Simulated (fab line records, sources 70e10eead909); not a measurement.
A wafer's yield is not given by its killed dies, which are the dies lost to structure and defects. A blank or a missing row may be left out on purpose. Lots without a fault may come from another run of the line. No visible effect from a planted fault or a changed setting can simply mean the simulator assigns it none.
Commonality check across tools :: flow nandHarc :: 2 lots, 6 wafers sampled

REASON FOR OPENING
On 2 of the 2 lots, a flag is raised at NHARC_END_SORT_01 on the reading killedAtPeriphery. Wafers without a fault read 3.0, standard deviation 2.1.
Rule: a lot is flagged in two cases, either no wafer of it has a number, or all its wafers with numbers fall more than 4 standard deviations from that mean. All remaining lots are regarded as sound.

lot: L498
measured: day 21 12:30
on: prober-01
killedAtPeriphery, wafer by wafer: 648 653 662
flag: FLAGGED

lot: L499
measured: day 22 02:11
on: prober-02
killedAtPeriphery, wafer by wafer: 647 649 650
flag: FLAGGED
Averaged over the flagged lots the numbers come to 651.5, +648.5 from the usual (+99 or more standard deviations).

EACH LOT AND THE TOOL IT RAN ON
The record holds 1 process step before the reading, out of a route of 1159 steps. Cell contents, in order: the tool; ch with the chambers the sampled wafers went through; the start.
lot: L498
flag: FLAGGED
NHARC_P_STI_ETCH_31: rieDiel-03 ch 1,2,3, day 4 10:51

lot: L499
flag: FLAGGED
NHARC_P_STI_ETCH_31: rieDiel-08 ch 0,2,3, day 4 10:39
These steps, and what they do:
- NHARC_P_STI_ETCH_31: etches the open film in CF4/CHF3, target depth 108.9 nm, time 54.5 s.
- NHARC_END_SORT_01

FLAGGED OVER TOTAL, TOOL BY TOOL (the gauges that took the reading come last)
step: NHARC_P_STI_ETCH_31
tool: rieDiel-03
lots run: 1
flagged: 1
share of the flagged lots: some
sound lots run after its first flagged lot: 0

step: NHARC_P_STI_ETCH_31
tool: rieDiel-08
lots run: 1
flagged: 1
share of the flagged lots: some
sound lots run after its first flagged lot: 0

step: NHARC_END_SORT_01
tool: prober-01
lots run: 1
flagged: 1
share of the flagged lots: some
sound lots run after its first flagged lot: 0

step: NHARC_END_SORT_01
tool: prober-02
lots run: 1
flagged: 1
share of the flagged lots: some
sound lots run after its first flagged lot: 0

WHAT THE TABLE ALLOWS
No row of the table ran every flagged lot.

WHAT THE SIMULATOR PUT IN
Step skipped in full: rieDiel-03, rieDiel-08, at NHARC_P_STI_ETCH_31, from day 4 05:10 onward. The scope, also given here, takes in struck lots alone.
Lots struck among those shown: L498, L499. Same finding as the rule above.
